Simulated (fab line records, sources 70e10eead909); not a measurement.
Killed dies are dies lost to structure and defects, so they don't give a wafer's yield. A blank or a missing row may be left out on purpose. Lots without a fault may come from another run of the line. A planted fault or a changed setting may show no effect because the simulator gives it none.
A struck lot beside a sound one | flow nand_harc | 13 steps out of a route of 1159
Sound: wafers L660.1, L660.3, L660.5. Struck: wafers L681.1, L681.3, L681.4. The cause comes at the end.
At each step with rows: each side's tool, then ch and its chambers, then its first start. Under that, the readings that differ: sound wafers | struck wafers | difference of the means | sigmas: that difference in standard deviations of wafers without a fault.
alike: readings whose means differ by less than 2 such deviations, and words and numbers that are the same on both sides. not compared: withheld readings, readings that some wafer has no value for, bounds like >300 that may hide the same value, and numbers for which the record gives no deviation and whose values overlap.
The two part at a step that has a row with sigmas, a row that says differs or no value, or rows on one side only. Numbers that don't overlap but have no deviation are shown without sigmas and don't part them. A reading that every wafer of one side lacks parts them only if that side has two wafers or more.

first, 3 steps without rows for these wafers: NHARC_A_STAIRCASE_STRIP_296 (strips in SPM, time 900 s); NHARC_A_STAIRCASE_PRECLEAN_297 (cleans in SC1); NHARC_A_STAIRCASE_SRD_298.
NHARC_A_STAIRCASE_HM_DEP_462: deposits aC, target thk 800 nm.
  sound on acl_dep-01 ch 0, day 11 22:57; struck on acl_dep-02 ch 0, day 17 09:46
  alike: throttle_valve_pct
NHARC_A_STAIRCASE_DEP_301: deposits SiON, target thk 30 nm.
  sound on pecvd-04 ch 0,1,2, day 12 00:49; struck on pecvd-02 ch 1,2, day 17 11:37
  alike: heater_power_w
then, 6 steps without rows for these wafers: NHARC_A_STAIRCASE_DEHYDRATE_302 (time 120 s); NHARC_A_STAIRCASE_HMDS_303 (time 30 s); NHARC_A_STAIRCASE_COAT_304; NHARC_A_STAIRCASE_SOFTBAKE_305 (time 170 s); NHARC_A_STAIRCASE_EBR_306; NHARC_A_STAIRCASE_EXPOSE_307 (exposes mask CHOP 50).
NHARC_A_STAIRCASE_PEB_308: peb time 130 s.
  sound on litho_track-05 ch 0, day 12 01:29; struck on litho_track-07, day 17 12:17
  no value came back on the struck wafers for chill_plate_temp_C (C), exhaust_pa (Pa); on the sound wafers chill_plate_temp_C (C) reads 23.09 22.98 23.05
then, 1 step without rows for these wafers: NHARC_A_STAIRCASE_DEVELOP_309 (time 140 s).

WHERE THEY PART
Only at NHARC_A_STAIRCASE_PEB_308, within this record.

WHY: what the simulator had put in
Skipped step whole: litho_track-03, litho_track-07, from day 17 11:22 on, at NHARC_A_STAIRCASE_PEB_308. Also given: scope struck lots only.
